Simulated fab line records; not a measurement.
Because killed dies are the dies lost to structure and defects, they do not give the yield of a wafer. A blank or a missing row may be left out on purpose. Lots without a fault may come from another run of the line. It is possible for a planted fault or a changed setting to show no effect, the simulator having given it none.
Which tool was responsible?	flow nand-harc	33 wafers from 11 lots sampled at 6 of the route's 1159 steps

== WHAT EACH GAUGE READ, for each wafer ==
NHARC_A_CHANNEL_HOLE_D1_INSPECT_40. Usual: raw-defect-count reads 56 (standard deviation 15).
lot	measured	on	raw-defect-count	flag
L397	day 9 07:40	defect-inspect-01	55 69 60	
L396	day 9 11:49	defect-inspect-01	72 61 59	
L399	day 9 17:08	defect-inspect-02	37 56 59	
L400	day 10 02:57	defect-inspect-02	69 57 76	
L401	day 10 07:06	defect-inspect-01	58 47 44	
L403	day 11 01:06	defect-inspect-01	70 69 56	
L404	day 11 01:06	defect-inspect-01	46 36 36	
L406	day 12 00:10	defect-inspect-02	72 87 69	
L411	day 13 13:07	defect-inspect-02	326 332 71	OFF
L416	day 13 18:08	defect-inspect-01	43 39 47	
L417	day 14 05:46	defect-inspect-02	50 64 104	

NHARC_END_SORT_01. Usual: killed-at-array 28, standard deviation 10; killed-at-other 0.6, standard deviation 0.85; killed-at-periphery 3.3, standard deviation 2.3; killed-dies 32, standard deviation 11; killed-open 3.3, standard deviation 1.5; killed-short 2.1, standard deviation 1.4.
lot	measured	on	killed-at-array	killed-at-other	killed-at-periphery	killed-dies	killed-open	killed-short	flag
L411	day 24 05:13	prober-02	101 95 43	0 0 1	1 0 4	102 95 48	3 1 5	1 2 2	OFF

== WHICH TOOL RAN EACH LOT (tool, then ch and the chambers of the sampled wafers, then the start) ==
lot	NHARC_A_CHANNEL_HOLE_D1_ETCH_21	NHARC_A_CHANNEL_HOLE_D1_ETCH_23	NHARC_A_CHANNEL_HOLE_D1_ETCH_24	NHARC_A_CHANNEL_HOLE_D1_ETCH_26
L397	har-etch-01 ch 0,1, day 9 02:26	har-etch-01 ch 0,1, day 9 03:29	har-etch-01 ch 0,1, day 9 04:11	har-etch-01 ch 0,1, day 9 05:44
L396	har-etch-01 ch 0,1, day 9 06:31	har-etch-01 ch 0,1, day 9 07:31	har-etch-01 ch 0,1, day 9 08:13	har-etch-01 ch 0,1, day 9 09:52
L399	har-etch-02 ch 0,1, day 9 11:50	har-etch-02 ch 0,1, day 9 12:51	har-etch-02 ch 0,1, day 9 13:33	har-etch-02 ch 0,1, day 9 15:12
L400	har-etch-01 ch 0,1, day 9 21:40	har-etch-01 ch 0,1, day 9 22:40	har-etch-01 ch 0,1, day 9 23:22	har-etch-01 ch 0,1, day 10 01:01
L401	har-etch-02 ch 0, day 10 01:47	har-etch-02 ch 0, day 10 02:49	har-etch-02 ch 0, day 10 03:31	har-etch-02 ch 0, day 10 05:10
L403	har-etch-01 ch 0,1, day 10 19:39	har-etch-01 ch 0,1, day 10 20:40	har-etch-01 ch 0,1, day 10 21:22	har-etch-01 ch 0,1, day 10 23:02
L404	har-etch-02 ch 0,1, day 10 19:49	har-etch-02 ch 0,1, day 10 20:50	har-etch-02 ch 0,1, day 10 21:31	har-etch-02 ch 0,1, day 10 23:10
L406	har-etch-01 ch 0,1, day 11 18:53	har-etch-01 ch 0,1, day 11 19:53	har-etch-01 ch 0,1, day 11 20:36	har-etch-01 ch 0,1, day 11 22:15
L411	har-etch-01 ch 0,1, day 13 08:04	har-etch-01 ch 0,1, day 13 09:12	har-etch-01 ch 0,1, day 13 09:56	har-etch-01 ch 0,1, day 13 11:18
L416	har-etch-02 ch 0,1, day 13 12:52	har-etch-02 ch 0,1, day 13 13:53	har-etch-02 ch 0,1, day 13 14:34	har-etch-02 ch 0,1, day 13 16:13
L417	har-etch-02 ch 1, day 14 00:29	har-etch-02 ch 1, day 14 01:29	har-etch-02 ch 1, day 14 02:10	har-etch-02 ch 1, day 14 03:50
- NHARC_A_CHANNEL_HOLE_D1_ETCH_21: etches the open film in C4F8/O2/Ar, time 514.3 s, target depth 1600 nm.
- NHARC_A_CHANNEL_HOLE_D1_ETCH_23: etches the open film in C4F8/O2/Ar, time 819 s, target depth 1600 nm.
- NHARC_A_CHANNEL_HOLE_D1_ETCH_24: etches the open film in C4F8/O2/Ar, time 906.2 s, target depth 1500 nm.
- NHARC_A_CHANNEL_HOLE_D1_ETCH_26: etches the open film in C4F8/O2/Ar, time 224.1 s, target depth 300 nm.

== WHAT THE TOOLS THEMSELVES READ (means of the sampled wafers that have a number; where no wafer has one, the mark that the record gives instead) ==
NHARC_A_CHANNEL_HOLE_D1_ETCH_21. Usual: c4f8-flow-sccm 89.31 sccm, standard deviation 0.26; drypump-motor-current-A 6.2 A, standard deviation 0.39; showerhead-plenum-p-Torr 3.69 Torr, standard deviation 0.079; temp-c -19.99 C, standard deviation 0.093; throttle-valve-pct 32.155 %, standard deviation 0.0093.
lot	tool	c4f8-flow-sccm (sccm)	drypump-motor-current-A (A)	showerhead-plenum-p-Torr (Torr)	temp-c (C)	throttle-valve-pct (%)	flag
L397	har-etch-01	89.49	6.5	3.78	-20.00	32.156	
L396	har-etch-01	89.31	6.4	3.80	-19.97	32.155	
L399	har-etch-02	89.38	6.1	3.63	-20.09	32.161	
L400	har-etch-01	89.36	6.5	3.77	-19.99	32.156	
L401	har-etch-02	89.14	5.6	3.62	-19.97	32.158	
L403	har-etch-01	89.25	6.5	3.77	-20.01	32.151	
L404	har-etch-02	89.26	6.1	3.63	-19.99	32.162	
L406	har-etch-01	89.09	6.5	3.76	-19.85	32.157	
L411	har-etch-01	89.00	6.5	3.77	-19.87	32.148	
L416	har-etch-02	89.06	6.1	3.61	-19.98	32.154	
L417	har-etch-02	89.16	6.4	3.62	-19.99	32.152	

NHARC_A_CHANNEL_HOLE_D1_ETCH_23. Usual: c4f8-flow-sccm 89.29 sccm, standard deviation 0.26; drypump-motor-current-A 6.2 A, standard deviation 0.39; showerhead-plenum-p-Torr 3.69 Torr, standard deviation 0.079; temp-c -20.01 C, standard deviation 0.11; throttle-valve-pct 32.154 %, standard deviation 0.0085.
lot	tool	c4f8-flow-sccm (sccm)	drypump-motor-current-A (A)	showerhead-plenum-p-Torr (Torr)	temp-c (C)	throttle-valve-pct (%)	flag
L397	har-etch-01	89.70	6.5	3.78	-19.98	32.149	
L396	har-etch-01	89.26	6.5	3.80	-20.04	32.154	
L399	har-etch-02	89.33	6.1	3.63	-19.97	32.153	
L400	har-etch-01	89.26	6.5	3.77	-20.10	32.152	
L401	har-etch-02	89.71	5.6	3.62	-20.08	32.158	
L403	har-etch-01	89.10	6.5	3.77	-20.00	32.157	
L404	har-etch-02	89.31	6.1	3.63	-20.00	32.158	
L406	har-etch-01	89.32	6.5	3.76	-20.13	32.153	
L411	har-etch-01	89.14	6.5	3.77	-19.91	32.154	
L416	har-etch-02	89.45	6.1	3.61	-19.99	32.153	
L417	har-etch-02	89.26	6.4	3.62	-19.95	32.158	

NHARC_A_CHANNEL_HOLE_D1_ETCH_24. Usual: c4f8-flow-sccm 93.78 sccm, standard deviation 0.26; drypump-motor-current-A 6.2 A, standard deviation 0.39; showerhead-plenum-p-Torr 3.68 Torr, standard deviation 0.079; temp-c -19.99 C, standard deviation 0.11; throttle-valve-pct 32.235 %, standard deviation 0.0083.
lot	tool	c4f8-flow-sccm (sccm)	drypump-motor-current-A (A)	showerhead-plenum-p-Torr (Torr)	temp-c (C)	throttle-valve-pct (%)	flag
L397	har-etch-01	93.69	6.5	3.77	-19.99	32.244	
L396	har-etch-01	93.87	6.5	3.79	-20.03	32.239	
L399	har-etch-02	93.79	6.1	3.63	-19.93	32.236	
L400	har-etch-01	93.47	6.5	3.77	-19.93	32.231	
L401	har-etch-02	94.15	5.6	3.61	-19.99	32.240	
L403	har-etch-01	93.76	6.5	3.76	-19.99	32.237	
L404	har-etch-02	93.73	6.1	3.62	-20.00	32.238	
L406	har-etch-01	93.79	6.5	3.76	-19.85	32.241	
L411	har-etch-01	93.91	6.5	3.77	-19.92	32.232	
L416	har-etch-02	93.64	6.1	3.61	-19.92	32.240	
L417	har-etch-02	93.87	6.4	3.61	-20.06	32.241	

NHARC_A_CHANNEL_HOLE_D1_ETCH_26. Usual: c4f8-flow-sccm 11.40 sccm, standard deviation 0.035; drypump-motor-current-A 6.2 A, standard deviation 0.4; showerhead-plenum-p-Torr 3.73 Torr, standard deviation 0.084; temp-c -19.99 C, standard deviation 0.11; throttle-valve-pct 24.584 %, standard deviation 0.01.
lot	tool	c4f8-flow-sccm (sccm)	drypump-motor-current-A (A)	showerhead-plenum-p-Torr (Torr)	temp-c (C)	throttle-valve-pct (%)	flag
L397	har-etch-01	11.39	6.5	3.83	-20.08	24.591	
L396	har-etch-01	11.41	6.5	3.85	-19.93	24.592	
L399	har-etch-02	11.43	6.1	3.68	-20.03	24.575	
L400	har-etch-01	11.41	6.5	3.82	-20.02	24.586	
L401	har-etch-02	11.44	5.6	3.66	-19.91	24.581	
L403	har-etch-01	11.38	6.5	3.82	-20.02	24.578	
L404	har-etch-02	11.44	6.2	3.67	-20.06	24.596	
L406	har-etch-01	11.39	6.5	3.81	-20.04	24.584	
L411	har-etch-01	11.39	6.5	3.82	-19.91	24.577	
L416	har-etch-02	11.41	6.1	3.65	-20.04	24.583	
L417	har-etch-02	11.41	6.4	3.66	-20.04	24.590	

== THE ANSWER, worked out from the rows above alone ==
Rule: a lot is off if the mean of its wafers that have a number lies more than 3 standard deviations from the usual mean. Also off: a lot with no number at a reading for which 4 or more lots have one. Any other lot the step has rows for is counted as sound. The gauges are gone through in route order, then the tools' own readings, and for those a lot's mean is taken as printed above. At the first step where some lot is off, the reading lying furthest off is the one used; lots without a number count as furthest.
Off, at NHARC_A_CHANNEL_HOLE_D1_INSPECT_40 on raw-defect-count: L411.
A tool fits if, at a process step before that reading, it ran every lot that is off, and no sound lot after the first of them. Not tried: the gauges at NHARC_A_CHANNEL_HOLE_D1_INSPECT_40; whatever is off there is also off at NHARC_END_SORT_01, on other tools, and gauge error can't account for it. One candidate fits, namely har-etch-01 at NHARC_A_CHANNEL_HOLE_D1_ETCH_21 and NHARC_A_CHANNEL_HOLE_D1_ETCH_23 and NHARC_A_CHANNEL_HOLE_D1_ETCH_24 and NHARC_A_CHANNEL_HOLE_D1_ETCH_26. At NHARC_A_CHANNEL_HOLE_D1_ETCH_21 its last sound lot is L406 (day 11 18:53), its first lot that is off L411 (day 13 08:04): a fault that began between those two fits.

== WHAT HAD BEEN PUT IN BY THE SIMULATOR ==
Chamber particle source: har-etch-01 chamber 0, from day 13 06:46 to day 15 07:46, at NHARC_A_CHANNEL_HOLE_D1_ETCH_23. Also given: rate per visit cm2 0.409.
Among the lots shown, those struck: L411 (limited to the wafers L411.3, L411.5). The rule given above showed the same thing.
